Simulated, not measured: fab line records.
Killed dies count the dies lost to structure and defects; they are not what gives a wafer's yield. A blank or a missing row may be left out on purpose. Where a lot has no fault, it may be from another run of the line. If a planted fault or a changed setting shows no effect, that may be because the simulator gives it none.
fab line records	flow n5_finfet
record: lots: 24	wafers: 72	last_day: 18
route steps=1938 shown BEOL_M1@769
lots untouched by any fault: they come from a run of this same line in which no faults occurred
start_h: hours from the record's first day to the start of the lot's first wafer shown	wait_h: hours since the lot's step before	" as in the row above	L1.1+2: one row covering several wafers at once	- no value present, or no start provided	* or withheld: withheld	< > ~ a bound
route shown NAME@n: names a module that has steps shown in the file, with the first one's number in the route	usual: mean/standard deviation taken from wafers without a fault	same: alike in all rows	chamber/n: place in a boat	sites: each site's reading	_std_site: standard deviation across them	_edge_site: mean of outer sites minus mean of inner sites	radius_mm: how far each site lies from the wafer's centre	mask NAME#n: copy n	behind: the last tool/chamber to shape the wafer	hold: why the lot went on hold/how many hours it stayed there/how the hold came to an end	device: transistor that didn't switch, given as n, p or np	end of line: at the end of the route, the tests of the same wafers	a step without rows: its recipe alone	killed: at the first sort, the dies lost to defects and structure; wafer yield is something else	map: a wafer's dies, marking killed ones x, the rest . and places with no die _
set.NAME: setting as actually run; set.NAME@STEP: the setting as run at that earlier step	model.NAME: the simulator's own value behind a step, which no gauge read
steps of the route over a sample of lots; a table a step, a row a wafer
services: the hour from which a tool's chamber was out of use, counted from the record's first day as start_h (under 0 if before that day), plus the number of hours and why
== steps ==
step: N5_BEOL_M1_ETCH_63
recipe: chemistry: CF4	target: SiARC	target_depth_a: 156	mask_material: CAR-EUV	time_s: 26	ion_energy_ev: 80	pressure_mtorr: 40	source_w: 545	bias_w: 36	Ar_flow_sccm: 100	cf4_flow_sccm: 100	ends: cleared
usual: drypump_motor_current_A: 5.40/0.27	etch_rf_on_time_s: 25.8/0.53	oes_product_au: 0.67/0.086	rf_vpp_V: 184.4/1	showerhead_plenum_p_Torr: 2.16/0.051	throttle_valve_pct: 15.60/0.27
lot.wafer	tool	chamber	start_h	wait_h	drypump_motor_current_A	etch_rf_on_time_s	oes_product_au	rf_hours_counter_h	rf_vpp_V	showerhead_plenum_p_Torr	throttle_valve_pct
L074.2	rie_diel-03	1	119.92	0.0	5.28	26.0	0.72	39	186.5	2.28	15.55
L074.3	"	0	"	"	5.92	26.8	0.62	172	184.1	2.12	15.35
L074.6	"	3	"	"	5.16	26.0	0.59	-	184.1	2.20	15.91
L075.2	rie_diel-05	3	130.40	0.0	5.30	25.7	0.64	142	183.3	2.13	15.58
L075.4	"	1	"	"	5.48	25.7	0.83	7	183.7	2.10	15.09
L075.5	"	2	"	"	5.67	25.0	0.61	-	185.1	2.20	15.68
L076.1	rie_diel-05	0	136.22	0.0	5.01	26.6	0.58	236	185.5	2.20	15.98
L076.4	"	2	"	"	5.68	25.1	0.61	244	184.2	2.20	15.67
L076.5	"	1	"	"	5.46	25.3	0.83	-	184.1	2.10	15.09
L077.3	rie_diel-03	3	142.17	0.0	5.16	26.3	0.59	232	184.6	2.19	15.92
L077.5	"	1	"	"	5.28	26.3	0.71	-	185.2	2.28	15.56
L077.6	"	2	"	"	5.21	26.6	0.59	-	184.3	2.12	15.77
L078.1	rie_diel-06	2	155.54	0.0	5.88	26.0	0.64	182	183.8	2.13	15.93
L078.2	"	0	"	"	5.10	25.5	0.64	142	184.2	2.22	15.50
L078.5	"	0	"	"	5.09	25.5	0.64	-	184.3	2.22	15.50
L079.2	rie_diel-06	1	160.63	0.0	5.46	26.3	0.58	246	184.7	2.20	15.87
L079.3	"	2	"	"	5.88	26.0	0.64	184	184.5	2.13	15.93
L079.6	"	1	"	"	5.42	26.3	0.59	-	183.9	2.20	15.86
L080.2	rie_diel-05	1	160.95	0.0	5.48	25.7	0.80	16	185.6	2.10	15.12
L080.3	"	0	"	"	5.02	26.1	0.59	243	184.8	2.19	16.01
L080.5	"	0	"	"	5.01	26.2	0.58	-	183.1	2.19	16.00
L081.1	rie_diel-03	0	165.21	0.0	5.94	26.6	0.61	186	185.4	2.12	15.38
L081.3	"	1	"	"	5.28	25.9	0.70	53	185.8	2.28	15.58
L081.6	"	1	"	"	5.28	26.0	0.70	-	185.1	2.28	15.57
L082.3	rie_diel-05	3	167.83	0.0	5.29	25.7	0.63	154	183.8	2.13	15.60
L082.5	"	0	"	"	5.03	26.2	0.58	-	184.6	2.19	16.00
L082.6	"	1	"	"	5.44	25.5	0.81	-	184.1	2.10	15.12
L083.1	rie_diel-03	2	171.57	0.0	5.23	26.4	0.58	227	183.9	2.12	15.78
L083.2	"	0	"	"	5.93	26.8	0.61	188	184.1	2.12	15.38
L083.6	"	0	"	"	5.94	26.9	0.60	-	183.5	2.12	15.38
L084.1	rie_diel-03	1	176.56	0.0	5.27	26.2	0.70	56	185.5	2.28	15.57
L084.4	"	3	"	"	5.15	26.1	0.59	240	185.9	2.19	15.93
L084.5	"	2	"	"	5.24	26.5	0.59	-	183.9	2.12	15.79
L085.1	rie_diel-05	1	187.86	0.0	5.46	25.6	0.79	26	183.6	2.09	15.11
L085.3	"	3	"	"	5.34	25.8	0.62	161	184.4	2.13	15.62
L085.6	"	3	"	"	5.33	25.8	0.63	-	182.3	2.13	15.61
L086.3	rie_diel-06	0	196.48	0.0	5.08	25.5	0.63	156	184.5	2.22	15.53
L086.4	"	2	"	"	5.90	25.9	0.63	197	182.6	2.13	15.98
L086.5	"	1	"	"	5.41	25.2	0.84	-	184.4	2.20	15.34
L087.2	rie_diel-05	1	201.33	0.0	5.43	25.5	0.76	31	184.0	2.09	15.14
L087.3	"	2	"	"	5.70	24.7	0.82	11	185.1	2.19	15.24
L087.5	"	1	"	"	5.47	25.7	0.77	-	183.7	2.09	15.14
L088.3	rie_diel-06	3	206.26	0.0	5.31	26.3	0.60	177	183.8	2.14	15.82
L088.5	"	1	"	"	5.40	25.4	0.82	-	184.0	2.20	15.37
L088.6	"	2	"	"	5.90	26.1	0.63	-	181.5	2.13	15.98
L089.1	rie_diel-05	1	209.32	0.0	5.44	25.8	0.77	34	183.5	2.09	15.14
L089.2	"	2	"	"	5.69	25.1	0.81	14	185.3	2.19	15.26
L089.3	"	3	"	"	5.32	26.0	0.62	169	185.6	2.12	15.64
L090.2	rie_diel-06	1	214.23	0.0	5.44	25.4	0.81	6	183.4	2.19	15.36
L090.3	"	0	"	"	5.11	25.4	0.63	161	184.8	2.22	15.53
L090.4	"	3	"	"	5.30	26.4	0.60	179	184.8	2.14	15.82
L091.1	rie_diel-06	0	229.07	0.0	5.10	25.1	0.62	166	184.5	2.22	15.55
L091.2	"	1	"	"	5.46	25.0	0.80	10	184.9	2.19	15.38
L091.4	"	1	"	"	5.42	25.3	0.80	-	184.4	2.19	15.37
L092.1	rie_diel-03	1	229.74	0.0	5.27	26.1	0.68	74	185.2	2.27	15.60
L092.2	"	0	"	"	5.92	26.8	0.60	207	184.6	2.11	15.41
L092.3	"	2	"	"	5.26	26.1	0.58	245	183.9	2.11	15.83
L093.1	rie_diel-05	3	243.07	0.0	5.31	26.0	0.62	178	183.0	2.12	15.65
L093.3	"	0	"	"	5.03	25.7	0.84	7	183.0	2.19	15.52
L093.5	"	0	"	"	5.02	25.7	0.83	-	184.6	2.19	15.52
L094.1	rie_diel-06	1	246.79	0.0	5.43	25.4	0.78	16	184.5	2.19	15.36
L094.4	"	3	"	"	5.30	26.0	0.60	187	184.9	2.14	15.85
L094.5	"	3	"	"	5.32	26.1	0.60	-	183.7	2.14	15.83
L095.2	rie_diel-06	0	253.15	0.0	5.11	25.2	0.62	174	184.3	2.21	15.55
L095.3	"	2	"	"	5.90	25.6	0.63	209	186.3	2.13	15.99
L095.6	"	2	"	"	5.87	25.8	0.63	-	183.0	2.13	15.98
L096.1	rie_diel-06	1	256.30	0.0	5.45	24.9	0.77	19	183.3	2.19	15.39
L096.3	"	0	"	"	5.09	25.1	0.62	175	186.2	2.21	15.56
L096.4	"	3	"	"	5.31	26.0	0.60	191	183.1	2.13	15.86
L097.3	rie_diel-06	0	264.55	0.0	5.08	25.3	0.61	177	184.4	2.21	15.57
L097.5	"	3	"	"	5.31	26.0	0.60	-	184.6	2.13	15.85
L097.6	"	0	"	"	5.10	25.1	0.62	-	186.1	2.21	15.57
step: N5_BEOL_M1_STRIP_66
recipe: chemistry: CF4	resist: SiARC	power_w: 300	bias_power_w: 75	pressure_mtorr: 50	cf4_flow_sccm: 150	rf_frequency_hz: 6e+07
usual: drypump_motor_current_A: 5.40/0.27	oes_product_au: 0.77/0.093	power_w: 300.1/0.89	rf_vpp_V: 271.6/1.2	showerhead_plenum_p_Torr: 1.81/0.041	throttle_valve_pct: 13.57/0.29
lot.wafer	tool	chamber	start_h	wait_h	drypump_motor_current_A	oes_product_au	power_w	rf_hours_counter_h	rf_vpp_V	showerhead_plenum_p_Torr	throttle_valve_pct
L074.2	rie_diel-03	1	120.08	0.0	5.28	0.84	300.0	39	273.7	1.91	13.48
L074.3	"	0	"	"	5.93	0.73	299.0	172	270.4	1.77	13.35
L074.6	"	3	"	"	5.14	0.69	301.3	-	273.2	1.84	13.90
L075.2	rie_diel-05	3	130.56	0.0	5.32	0.74	298.5	142	272.1	1.78	13.54
L075.4	"	1	"	"	5.48	0.95	298.8	7	270.6	1.76	13.04
L075.5	"	2	"	"	5.70	0.69	300.6	-	272.5	1.83	13.66
L076.1	rie_diel-05	0	136.37	0.0	5.03	0.68	299.7	236	271.4	1.84	14.00
L076.4	"	2	"	"	5.71	0.69	301.0	244	272.2	1.83	13.65
L076.5	"	1	"	"	5.47	0.95	301.6	-	269.9	1.76	13.05
L077.3	rie_diel-03	3	142.33	0.0	5.15	0.68	299.5	232	271.6	1.84	13.93
L077.5	"	1	"	"	5.27	0.83	300.6	-	272.2	1.91	13.47
L077.6	"	2	"	"	5.30	0.69	299.6	-	271.7	1.78	13.80
L078.1	rie_diel-06	2	155.70	0.0	5.90	0.74	298.4	183	271.6	1.80	13.95
L078.2	"	0	"	"	5.06	0.73	300.8	142	272.8	1.85	13.47
L078.5	"	0	"	"	5.07	0.74	300.1	-	273.0	1.85	13.46
L079.2	rie_diel-06	1	160.78	0.0	5.45	0.68	300.0	246	272.0	1.84	13.87
L079.3	"	2	"	"	5.89	0.74	300.7	184	270.4	1.79	13.93
L079.6	"	1	"	"	5.40	0.67	300.1	-	273.4	1.83	13.85
L080.2	rie_diel-05	1	161.10	0.0	5.46	0.92	300.1	16	271.1	1.76	13.07
L080.3	"	0	"	"	5.01	0.68	300.4	243	271.4	1.84	14.00
L080.5	"	0	"	"	5.02	0.68	301.1	-	271.9	1.84	14.00
L081.1	rie_diel-03	0	165.37	0.0	5.92	0.72	300.8	187	270.7	1.77	13.38
L081.3	"	1	"	"	5.27	0.81	300.0	53	273.2	1.91	13.48
L081.6	"	1	"	"	5.29	0.81	299.9	-	273.2	1.91	13.50
L082.3	rie_diel-05	3	167.99	0.0	5.30	0.72	299.1	154	270.9	1.77	13.56
L082.5	"	0	"	"	5.03	0.68	301.2	-	271.4	1.84	14.00
L082.6	"	1	"	"	5.44	0.92	300.6	-	271.6	1.76	13.07
L083.1	rie_diel-03	2	171.72	0.0	5.21	0.68	300.5	227	271.1	1.77	13.82
L083.2	"	0	"	"	5.94	0.72	301.6	188	269.8	1.77	13.39
L083.6	"	0	"	"	5.95	0.72	301.2	-	271.3	1.77	13.39
L084.1	rie_diel-03	1	176.72	0.0	5.28	0.81	299.3	57	275.1	1.91	13.52
L084.4	"	3	"	"	5.14	0.68	301.1	240	273.6	1.84	13.96
L084.5	"	2	"	"	5.29	0.68	300.7	-	270.6	1.77	13.82
L085.1	rie_diel-05	1	188.02	0.0	5.46	0.90	298.7	26	271.1	1.75	13.10
L085.3	"	3	"	"	5.31	0.72	298.9	161	270.8	1.77	13.58
L085.6	"	3	"	"	5.31	0.73	298.1	-	272.7	1.77	13.58
L086.3	rie_diel-06	0	196.63	0.0	5.08	0.72	301.1	156	273.8	1.85	13.48
L086.4	"	2	"	"	5.88	0.73	298.1	198	271.6	1.79	13.97
L086.5	"	1	"	"	5.44	0.96	301.6	-	272.8	1.83	13.27
L087.2	rie_diel-05	1	201.49	0.0	5.44	0.89	299.0	31	270.4	1.75	13.11
L087.3	"	2	"	"	5.69	0.93	298.6	11	270.8	1.82	13.14
L087.5	"	1	"	"	5.45	0.89	299.1	-	271.8	1.75	13.11
L088.3	rie_diel-06	3	206.41	0.0	5.30	0.71	298.2	177	272.3	1.80	13.81
L088.5	"	1	"	"	5.43	0.93	301.3	-	272.4	1.83	13.29
L088.6	"	2	"	"	5.89	0.73	300.8	-	271.9	1.79	13.97
L089.1	rie_diel-05	1	209.47	0.0	5.43	0.88	301.8	34	270.5	1.75	13.12
L089.2	"	2	"	"	5.70	0.92	300.3	14	272.3	1.82	13.15
L089.3	"	3	"	"	5.31	0.71	300.1	169	271.2	1.77	13.59
L090.2	rie_diel-06	1	214.39	0.0	5.44	0.93	299.6	6	272.9	1.83	13.28
L090.3	"	0	"	"	5.09	0.71	300.2	161	272.8	1.85	13.52
L090.4	"	3	"	"	5.31	0.70	299.3	179	270.4	1.80	13.81
L091.1	rie_diel-06	0	229.31	0.0	5.10	0.72	300.3	166	271.6	1.85	13.51
L091.2	"	1	"	"	5.45	0.91	300.3	10	269.9	1.83	13.29
L091.4	"	1	"	"	5.46	0.91	299.4	-	273.3	1.83	13.29
L092.1	rie_diel-03	1	229.90	0.0	5.27	0.80	300.1	74	272.5	1.90	13.52
L092.2	"	0	"	"	5.94	0.70	300.5	207	270.8	1.76	13.43
L092.3	"	2	"	"	5.29	0.67	300.1	245	271.0	1.77	13.86
L093.1	rie_diel-05	3	243.22	0.0	5.31	0.71	300.2	178	271.1	1.77	13.64
L093.3	"	0	"	"	5.03	0.96	300.6	7	271.8	1.83	13.45
L093.5	"	0	"	"	5.05	0.95	301.7	-	272.7	1.83	13.46
L094.1	rie_diel-06	1	246.94	0.0	5.48	0.89	298.7	16	273.0	1.83	13.32
L094.4	"	3	"	"	5.32	0.70	300.9	187	272.0	1.79	13.82
L094.5	"	3	"	"	5.30	0.70	299.5	-	270.2	1.79	13.82
L095.2	rie_diel-06	0	253.31	0.0	5.05	0.70	300.5	174	274.0	1.85	13.53
L095.3	"	2	"	"	5.88	0.72	299.9	209	272.5	1.79	14.01
L095.6	"	2	"	"	5.89	0.73	300.9	-	270.0	1.79	14.00
L096.1	rie_diel-06	1	256.46	0.0	5.42	0.89	300.5	19	271.5	1.83	13.33
L096.3	"	0	"	"	5.07	0.71	300.3	175	271.7	1.84	13.55
L096.4	"	3	"	"	5.32	0.70	299.7	191	269.8	1.79	13.83
L097.3	rie_diel-06	0	264.71	0.0	5.08	0.70	300.3	177	272.9	1.84	13.57
L097.5	"	3	"	"	5.31	0.70	299.1	-	270.8	1.79	13.84
L097.6	"	0	"	"	5.11	0.71	299.6	-	272.9	1.84	13.55
step: N5_BEOL_M1_ALD_98
recipe: material: SiO2	target_thk_a: 25	temp_c: 100	ald_precursor_family: BDEAS	ald_co_reactant: O2-plasma	pulse_time_s: 1	co_reactant_pulse_time_s: 1	purge_time_s: 2	co_reactant_purge_time_s: 2	ald_cycles: 17	pressure_torr: 2
usual: heater_power_w: 77/6	precursor_pulse_height_rel: 1.001/0.02
same: pulse_time_s: 1
lot.wafer	tool	chamber	start_h	wait_h	heater_power_w	precursor_pulse_height_rel
L074.2	ald_sin-02	2	121.81	0.8	77	1.022
L074.3	"	1	"	"	78	0.984
L074.6	"	2	"	"	80	1.015
L075.2	ald_sin-01	0	131.49	0.1	82	1.025
L075.4	"	3	"	"	74	0.990
L075.5	"	0	"	"	84	0.990
L076.1	ald_sin-01	3	137.48	0.1	75	1.029
L076.4	"	0	"	"	82	0.997
L076.5	"	2	"	"	77	1.016
L077.3	ald_sin-02	0	143.25	0.1	65	1.002
L077.5	"	1	"	"	78	1.027
L077.6	"	2	"	"	77	0.993
L078.1	ald_sin-01	1	156.51	0.1	78	1.002
L078.2	"	0	"	"	82	1.012
L078.5	"	1	"	"	81	1.002
L079.2	ald_sin-01	2	161.76	0.1	74	1.019
L079.3	"	0	"	"	81	1.033
L079.6	"	2	"	"	74	0.996
L080.2	ald_sin-04	3	162.16	0.1	77	1.025
L080.3	"	0	"	"	96	1.014
L080.5	"	1	"	"	72	1.031
L081.1	ald_sin-01	3	166.38	0.1	73	1.036
L081.3	"	1	"	"	79	1.016
L081.6	"	0	"	"	82	0.982
L082.3	ald_sin-02	0	169.04	0.1	65	0.976
L082.5	"	2	"	"	77	1.008
L082.6	"	1	"	"	78	1.022
L083.1	ald_sin-01	1	172.71	0.1	76	1.017
L083.2	"	2	"	"	77	1.004
L083.6	"	2	"	"	75	0.963
L084.1	ald_sin-04	1	177.64	0.1	71	0.943
L084.4	"	2	"	"	78	0.976
L084.5	"	0	"	"	97	0.995
L085.1	ald_sin-01	0	189.17	0.4	85	1.009
L085.3	"	2	"	"	77	1.017
L085.6	"	0	"	"	82	0.995
L086.3	ald_sin-01	2	197.43	0.1	78	1.001
L086.4	"	1	"	"	77	1.007
L086.5	"	1	"	"	79	0.940
L087.2	ald_sin-04	1	202.29	0.1	71	0.999
L087.3	"	0	"	"	95	1.025
L087.5	"	2	"	"	80	0.989
L088.3	ald_sin-01	3	207.21	0.1	74	0.972
L088.5	"	3	"	"	75	1.003
L088.6	"	2	"	"	75	1.013
L089.1	ald_sin-04	1	210.76	0.1	71	1.030
L089.2	"	2	"	"	79	1.007
L089.3	"	0	"	"	94	1.008
L090.2	ald_sin-02	0	215.40	0.1	65	1.036
L090.3	"	1	"	"	78	0.989
L090.4	"	3	"	"	77	0.997
L091.1	ald_sin-01	2	230.73	0.3	77	1.033
L091.2	"	3	"	"	75	0.977
L091.4	"	1	"	"	79	0.999
L092.1	ald_sin-01	0	230.82	0.1	83	1.022
L092.2	"	1	"	"	78	1.040
L092.3	"	3	"	"	75	0.990
L093.1	ald_sin-01	1	244.67	0.6	78	0.989
L093.3	"	3	"	"	74	0.968
L093.5	"	2	"	"	75	0.979
L094.1	ald_sin-02	2	247.86	0.1	78	0.995
L094.4	"	2	"	"	78	0.989
L094.5	"	1	"	"	77	0.976
L095.2	ald_sin-01	1	254.25	0.1	78	1.020
L095.3	"	2	"	"	77	1.010
L095.6	"	0	"	"	83	0.992
L096.1	ald_sin-02	2	257.27	0.1	77	0.960
L096.3	"	1	"	"	79	1.035
L096.4	"	0	"	"	65	0.998
L097.3	ald_sin-02	0	265.73	0.1	66	0.992
L097.5	"	1	"	"	76	0.996
L097.6	"	2	"	"	77	0.990
step: N5_BEOL_M1_ANNEAL_80
recipe: temp_c: 400	time_s: 240	ambient: vacuum
usual: heater_power_w: 842/89	susceptor_temp_C_max: 400.8/0.4
same: time_s: 240
lot.wafer	tool	chamber	start_h	wait_h	heater_power_w	susceptor_temp_C_max
L074.2	pvd_sputter-01	-	133.52	0.0	809	401.5
L074.3	"	-	"	"	797	400.4
L074.6	"	-	"	"	877	401.1
L075.2	pvd_sputter-02	-	134.53	0.0	827	400.7
L075.4	"	-	"	"	784	401.1
L075.5	"	-	"	"	1049	400.8
L076.1	pvd_sputter-01	-	139.19	0.0	803	401.7
L076.4	"	-	"	"	790	400.3
L076.5	"	-	"	"	808	400.6
L077.3	pvd_sputter-03	-	146.78	0.0	894	400.5
L077.5	"	-	"	"	848	400.8
L077.6	"	-	"	"	672	400.8
L078.1	pvd_sputter-02	-	173.39	0.0	1021	400.6
L078.2	"	-	"	"	887	400.7
L078.5	"	-	"	"	804	400.7
L079.2	pvd_sputter-03	-	174.36	0.0	687	400.8
L079.3	"	-	"	"	852	401.1
L079.6	"	-	"	"	835	401.1
L080.2	pvd_sputter-02	-	175.43	0.0	906	400.5
L080.3	"	-	"	"	803	402.0
L080.5	"	-	"	"	811	401.4
L082.3	pvd_sputter-03	-	177.22	0.0	852	400.4
L082.5	"	-	"	"	677	400.7
L082.6	"	-	"	"	887	400.1
L081.1	pvd_sputter-02	-	179.47	0.0	1035	401.0
L081.3	"	-	"	"	799	400.5
L081.6	"	-	"	"	896	401.0
L083.1	pvd_sputter-03	-	180.90	0.0	865	400.5
L083.2	"	-	"	"	841	401.3
L083.6	"	-	"	"	867	400.7
L084.1	pvd_sputter-02	-	181.77	0.0	816	400.9
L084.4	"	-	"	"	900	400.3
L084.5	"	-	"	"	828	401.1
L085.1	pvd_sputter-03	-	191.14	0.0	865	400.6
L085.3	"	-	"	"	687	400.2
L085.6	"	-	"	"	700	400.4
L086.3	pvd_sputter-02	-	204.89	0.0	810	401.6
L086.4	"	-	"	"	798	401.1
L086.5	"	-	"	"	806	400.8
L087.2	pvd_sputter-01	-	208.60	0.0	805	400.8
L087.3	"	-	"	"	802	401.7
L087.5	"	-	"	"	812	401.8
L088.3	pvd_sputter-03	-	209.83	0.0	691	400.6
L088.5	"	-	"	"	698	400.5
L088.6	"	-	"	"	834	400.5
L089.1	pvd_sputter-03	-	217.91	0.0	870	400.7
L089.2	"	-	"	"	901	400.6
L089.3	"	-	"	"	869	400.9
L090.2	pvd_sputter-03	-	219.75	0.0	867	400.8
L090.3	"	-	"	"	685	400.8
L090.4	"	-	"	"	869	400.3
L091.1	pvd_sputter-02	-	237.33	0.0	884	400.6
L091.2	"	-	"	"	797	400.5
L091.4	"	-	"	"	1033	400.5
L092.1	pvd_sputter-01	-	237.65	0.0	879	401.4
L092.2	"	-	"	"	790	401.7
L092.3	"	-	"	"	824	401.2
L093.1	pvd_sputter-03	-	247.19	0.0	838	400.2
L093.3	"	-	"	"	875	400.7
L093.5	"	-	"	"	875	400.5
L094.1	pvd_sputter-03	-	251.05	0.0	856	400.7
L094.4	"	-	"	"	850	400.8
L094.5	"	-	"	"	688	400.9
L095.2	pvd_sputter-02	-	259.97	0.0	796	401.2
L095.3	"	-	"	"	904	401.3
L095.6	"	-	"	"	1037	400.6
L096.1	pvd_sputter-03	-	262.63	0.0	852	400.5
L096.3	"	-	"	"	917	400.2
L096.4	"	-	"	"	702	400.6
L097.3	pvd_sputter-02	-	268.87	0.0	812	400.7
L097.5	"	-	"	"	917	401.0
L097.6	"	-	"	"	785	401.3
step: N5_BEOL_M1_SPUTTER_90
recipe: material: Cu	target_thk_a: 45	temp_c: -20	chamber_pressure_pa: 0.07	power_w: withheld	time_s: 8.29
usual: throttle_valve_pct: 29.3/1.2
same: time_s: 8.29
lot.wafer	tool	chamber	start_h	wait_h	throttle_valve_pct
L074.2	pvd_sputter-01	-	134.32	0.1	30.2
L074.3	"	-	"	"	30.2
L074.6	"	-	"	"	29.7
L075.2	pvd_sputter-02	-	135.33	0.1	28.0
L075.4	"	-	"	"	29.8
L075.5	"	-	"	"	30.4
L076.1	pvd_sputter-01	-	139.99	0.1	29.6
L076.4	"	-	"	"	30.4
L076.5	"	-	"	"	30.0
L077.3	pvd_sputter-03	-	147.58	0.1	29.1
L077.5	"	-	"	"	30.0
L077.6	"	-	"	"	27.4
L078.1	pvd_sputter-02	-	174.19	0.1	30.4
L078.2	"	-	"	"	30.9
L078.5	"	-	"	"	29.6
L079.2	pvd_sputter-03	-	175.16	0.1	27.5
L079.3	"	-	"	"	29.5
L079.6	"	-	"	"	29.6
L080.2	pvd_sputter-02	-	176.23	0.1	30.9
L080.3	"	-	"	"	29.6
L080.5	"	-	"	"	30.0
L082.3	pvd_sputter-03	-	178.02	0.1	28.9
L082.5	"	-	"	"	27.2
L082.6	"	-	"	"	29.3
L081.1	pvd_sputter-02	-	180.27	0.1	30.5
L081.3	"	-	"	"	28.1
L081.6	"	-	"	"	30.6
L083.1	pvd_sputter-03	-	181.70	0.1	29.9
L083.2	"	-	"	"	29.6
L083.6	"	-	"	"	29.5
L084.1	pvd_sputter-02	-	182.57	0.1	29.5
L084.4	"	-	"	"	30.9
L084.5	"	-	"	"	29.4
L085.1	pvd_sputter-03	-	191.94	0.1	30.6
L085.3	"	-	"	"	27.2
L085.6	"	-	"	"	27.5
L086.3	pvd_sputter-02	-	205.69	0.1	29.9
L086.4	"	-	"	"	28.2
L086.5	"	-	"	"	27.7
L087.2	pvd_sputter-01	-	209.40	0.1	27.3
L087.3	"	-	"	"	30.0
L087.5	"	-	"	"	29.9
L088.3	pvd_sputter-03	-	210.63	0.1	27.5
L088.5	"	-	"	"	27.5
L088.6	"	-	"	"	29.6
L089.1	pvd_sputter-03	-	218.71	0.1	30.2
L089.2	"	-	"	"	29.3
L089.3	"	-	"	"	29.6
L090.2	pvd_sputter-03	-	220.55	0.1	30.3
L090.3	"	-	"	"	27.4
L090.4	"	-	"	"	29.1
L091.1	pvd_sputter-02	-	238.13	0.1	31.0
L091.2	"	-	"	"	28.1
L091.4	"	-	"	"	30.0
L092.1	pvd_sputter-01	-	238.45	0.1	29.5
L092.2	"	-	"	"	29.8
L092.3	"	-	"	"	27.2
L093.1	pvd_sputter-03	-	247.99	0.1	29.8
L093.3	"	-	"	"	29.1
L093.5	"	-	"	"	29.3
L094.1	pvd_sputter-03	-	251.85	0.1	30.4
L094.4	"	-	"	"	29.8
L094.5	"	-	"	"	27.2
L095.2	pvd_sputter-02	-	260.77	0.1	29.9
L095.3	"	-	"	"	30.8
L095.6	"	-	"	"	30.3
L096.1	pvd_sputter-03	-	263.43	0.1	29.6
L096.3	"	-	"	"	29.3
L096.4	"	-	"	"	27.1
L097.3	pvd_sputter-02	-	269.67	0.1	28.1
L097.5	"	-	"	"	31.0
L097.6	"	-	"	"	27.9
step: N5_BEOL_M1_SPUTTER_92
recipe: material: Cu	target_thk_a: 45	temp_c: -20	chamber_pressure_pa: 0.07	power_w: withheld	time_s: 8.29
usual: throttle_valve_pct: 29.4/1.2
same: time_s: 8.29
lot.wafer	tool	chamber	start_h	wait_h	throttle_valve_pct
L074.2	pvd_sputter-01	-	134.54	0.1	30.0
L074.3	"	-	"	"	30.6
L074.6	"	-	"	"	29.5
L075.2	pvd_sputter-02	-	135.55	0.1	27.8
L075.4	"	-	"	"	30.0
L075.5	"	-	"	"	30.3
L076.1	pvd_sputter-01	-	140.21	0.1	29.9
L076.4	"	-	"	"	30.1
L076.5	"	-	"	"	30.1
L077.3	pvd_sputter-03	-	147.80	0.1	29.1
L077.5	"	-	"	"	29.7
L077.6	"	-	"	"	27.6
L078.1	pvd_sputter-02	-	174.41	0.1	30.4
L078.2	"	-	"	"	30.5
L078.5	"	-	"	"	29.7
L079.2	pvd_sputter-03	-	175.38	0.1	27.5
L079.3	"	-	"	"	29.8
L079.6	"	-	"	"	29.6
L080.2	pvd_sputter-02	-	176.45	0.1	30.7
L080.3	"	-	"	"	29.8
L080.5	"	-	"	"	30.1
L082.3	pvd_sputter-03	-	178.24	0.1	29.1
L082.5	"	-	"	"	27.7
L082.6	"	-	"	"	29.5
L081.1	pvd_sputter-02	-	180.49	0.1	30.5
L081.3	"	-	"	"	28.0
L081.6	"	-	"	"	30.9
L083.1	pvd_sputter-03	-	181.92	0.1	30.5
L083.2	"	-	"	"	29.7
L083.6	"	-	"	"	29.5
L084.1	pvd_sputter-02	-	182.79	0.1	29.6
L084.4	"	-	"	"	30.9
L084.5	"	-	"	"	29.9
L085.1	pvd_sputter-03	-	192.16	0.1	30.5
L085.3	"	-	"	"	27.4
L085.6	"	-	"	"	27.2
L086.3	pvd_sputter-02	-	205.91	0.1	29.8
L086.4	"	-	"	"	27.9
L086.5	"	-	"	"	28.0
L087.2	pvd_sputter-01	-	209.62	0.1	27.3
L087.3	"	-	"	"	30.1
L087.5	"	-	"	"	30.0
L088.3	pvd_sputter-03	-	210.85	0.1	27.5
L088.5	"	-	"	"	27.2
L088.6	"	-	"	"	29.8
L089.1	pvd_sputter-03	-	218.93	0.1	30.4
L089.2	"	-	"	"	29.1
L089.3	"	-	"	"	29.6
L090.2	pvd_sputter-03	-	220.77	0.1	30.2
L090.3	"	-	"	"	27.4
L090.4	"	-	"	"	29.3
L091.1	pvd_sputter-02	-	238.35	0.1	30.8
L091.2	"	-	"	"	28.1
L091.4	"	-	"	"	30.3
L092.1	pvd_sputter-01	-	238.67	0.1	29.6
L092.2	"	-	"	"	30.1
L092.3	"	-	"	"	27.4
L093.1	pvd_sputter-03	-	248.21	0.1	29.8
L093.3	"	-	"	"	29.3
L093.5	"	-	"	"	29.4
L094.1	pvd_sputter-03	-	252.07	0.1	30.4
L094.4	"	-	"	"	29.7
L094.5	"	-	"	"	27.5
L095.2	pvd_sputter-02	-	260.99	0.1	29.7
L095.3	"	-	"	"	31.0
L095.6	"	-	"	"	30.3
L096.1	pvd_sputter-03	-	263.65	0.1	29.6
L096.3	"	-	"	"	28.9
L096.4	"	-	"	"	27.3
L097.3	pvd_sputter-02	-	269.89	0.1	28.1
L097.5	"	-	"	"	30.9
L097.6	"	-	"	"	27.9
== services ==
tool	chamber	start_h	hours	kind
rie_diel-06	2	118.80	26.8	repair
pvd_sputter-03	-	122.25	3.7	repair
ald_sin-01	1	126.81	11.3	repair
ald_sin-01	2	138.37	4.5	repair
pvd_sputter-03	-	152.34	6.3	repair
rie_diel-05	2	156.15	-	clean
rie_diel-05	2	156.15	-	consumable_replace:focus_ring
pvd_sputter-03	-	160.23	10.0	repair
rie_diel-06	0	169.70	4.3	repair
rie_diel-06	1	173.98	-	clean
rie_diel-06	1	173.98	-	consumable_replace:focus_ring
rie_diel-06	1	173.98	20.7	scheduled_down
rie_diel-06	1	173.98	20.7	vent_cycle
rie_diel-05	-	184.13	1.2	repair
rie_diel-03	3	207.89	9.7	repair
ald_sin-02	3	219.01	84.8	repair
rie_diel-03	-	223.67	1.2	repair
rie_diel-06	3	226.39	4.2	repair
rie_diel-06	2	227.03	16.7	repair
pvd_sputter-02	-	239.55	2.6	repair
ald_sin-01	3	241.60	2.5	repair
rie_diel-03	-	252.99	2.8	pm
rie_diel-03	3	257.10	10.3	repair
ald_sin-04	-	269.50	14.0	pm
== key ==
fault none
